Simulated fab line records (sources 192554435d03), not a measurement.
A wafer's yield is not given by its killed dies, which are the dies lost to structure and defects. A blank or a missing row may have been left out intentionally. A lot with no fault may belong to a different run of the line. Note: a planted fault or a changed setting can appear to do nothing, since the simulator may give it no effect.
2 desks, one fault || flow n5 finfet || each desk holds nothing but its own numbers, with what lay behind them at the end

TOOL OWNER'S DESK, litho track-01
The tool's own readings at N5_BEOL_M2_COAT_22 (resist thk 30 nm): means of the sampled wafers that have a number, for each lot that ran on this tool. If a lot's mean is further than 4 standard deviations from the usual mean, the lot is out of limits and carries the mark OUT (the distance appears in the brackets).
Columns: A = spin speed rpm at N5_BEOL_M2_COAT_22, usual 1500.2 rpm
{"lot": "L947", "first seen here": "day 8 21:37", "A": 1500.4}
{"lot": "L954", "first seen here": "day 10 12:25", "A": "1569.5 (+49) OUT"}
{"lot": "L957", "first seen here": "day 11 03:03", "A": "1572.4 (+52) OUT"}
This desk's verdict: out of limits on L954, L957, starting with L954 at day 10 12:25 (spin speed rpm at N5_BEOL_M2_COAT_22). In limits: L947.

FROM THE METROLOGY DESK
What the gauges read for every lot (on any tool): the sampled wafers with a number, averaged. If a lot's mean is further than 4 standard deviations from the usual mean, the lot is out of limits and carries the mark OUT (the distance appears in the brackets). 7 of its 10 readings are shown, namely those furthest out on some lot.
Columns: A = DIBL_N at N5_BEOL_M4_RC_MEAS_101, usual 36.0 mV/V; B = DIBL_P at N5_BEOL_M4_RC_MEAS_101, usual 36.2 mV/V; C = IOFF_N at N5_BEOL_M4_RC_MEAS_101, usual 0.16 nA/um; D = SS_N at N5_BEOL_M4_RC_MEAS_101, usual 71.6 mV/dec; E = SS_P at N5_BEOL_M4_RC_MEAS_101, usual 73.3 mV/dec; F = VT_N at N5_BEOL_M4_RC_MEAS_101, usual 250 mV; G = VT_P at N5_BEOL_M4_RC_MEAS_101, usual -251 mV
{"lot": "L947", "first seen here": "day 10 11:26", "A": 33.6, "B": 33.0, "C": 0.12, "D": 70.7, "E": 72.3, "F": 253, "G": -251}
{"lot": "L954", "first seen here": "day 12 05:27", "A": 36.1, "B": 35.8, "C": 0.16, "D": 71.5, "E": 72.8, "F": 249, "G": -247}
{"lot": "L957", "first seen here": "day 12 11:07", "A": 35.2, "B": 36.0, "C": 0.15, "D": 71.5, "E": 73.2, "F": 251, "G": -247}
{"lot": "L961", "first seen here": "day 14 04:59", "A": 35.4, "B": 34.8, "C": 0.14, "D": 71.6, "E": 73.7, "F": 253, "G": -253}
Result from this desk: across the 4 lots, nothing is out of limits.

ALL TOGETHER
At day 10 12:25, on L954, L957, the tool owner's desk was in a position to raise an alarm.
Nothing out of limits was seen by the metrology desk.
The metrology desk holds a record of L954, L957, inside its limits.
All the named lots went through N5_BEOL_M2_COAT_22 on litho track-01.

WHAT THE SIMULATOR HAD INSERTED
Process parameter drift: litho track-01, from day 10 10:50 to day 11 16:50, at N5_BEOL_M2_COAT_22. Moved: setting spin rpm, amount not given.
Lots struck among those shown: L954, L957.
Delay in hours, fault start to first out-of-limits reading, by desk: the tool owner's desk at 2.
